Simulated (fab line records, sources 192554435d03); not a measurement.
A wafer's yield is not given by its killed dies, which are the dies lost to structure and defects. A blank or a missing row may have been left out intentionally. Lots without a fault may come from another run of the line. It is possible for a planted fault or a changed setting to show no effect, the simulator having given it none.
Matching of chambers -- flow n5 finfet -- cvd co-01 running N5_BEOL_M3_CO_CAP_55: 3 sister chambers
The step material Co, precursor CCTBA/H2, target thk 2 nm, time 102.1 s. 33 wafers are shown with their chamber, then 12 later ones without.

## WAFERS PAIRED WITH THEIR CHAMBERS
wafer,chamber,heater power w (W)
L074.4,2,196
L074.5,1,219
L074.6,0,220
L077.1,1,224
L077.3,0,220
L077.5,2,195
L078.2,2,199
L078.4,2,199
L078.5,2,191
L079.1,1,211
L079.2,2,195
L079.6,1,222
L081.3,1,214
L081.4,2,197
L081.5,0,217
L080.1,0,220
L080.3,1,214
L080.6,0,216
L085.1,1,215
L085.2,0,218
L085.6,2,198
L083.1,1,214
L083.5,1,210
L083.6,0,216
L086.3,2,196
L086.4,1,217
L086.5,0,227
L090.2,2,200
L090.3,0,218
L090.4,1,219
L091.3,0,223
L091.5,2,195
L091.6,1,215

SIGNATURES (means of the wafers above)
reading,chamber 0,chamber 1,chamber 2,scatter within a chamber
heater power w,219.50,216.17,196.45,3.48
Rule: for each reading, subtract the chamber's mean from the wafer's reading, divide by that reading's scatter and square the result; add these up over the readings and take the root, which gives the wafer's distance from the chamber. The wafer belongs to the nearest chamber; if the next one is less than 2 further off, it can't be placed. The scatter: take each reading less its chamber's mean, square it, sum over the shown wafers, divide by the number of wafers less the number of chambers, and take the root.

## WAFERS WHOSE CHAMBER IS MISSING
wafer,heater power w (W)
L092.2,221
L092.5,224
L092.6,220
L093.1,215
L093.4,215
L093.5,211
L094.1,203
L094.5,196
L094.6,210
L097.1,198
L097.2,219
L097.3,216

## WHICH CHAMBER EACH ONE RAN IN
wafer,from the rows above,in truth
L092.2,can't be placed: 0 or 1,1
L092.5,can't be placed: 0 or 1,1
L092.6,can't be placed: 0 or 1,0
L093.1,can't be placed: 1 or 0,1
L093.4,can't be placed: 1 or 0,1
L093.5,can't be placed: 1 or 0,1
L094.1,can't be placed: 2 or 1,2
L094.5,2,2
L094.6,can't be placed: 1 or 0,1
L097.1,2,2
L097.2,can't be placed: 0 or 1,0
L097.3,can't be placed: 1 or 0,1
Placed correctly: 2 of 12. From these rows, 10 cannot be placed; in 10 the true chamber is one of the candidates. Wrongly placed: 0.
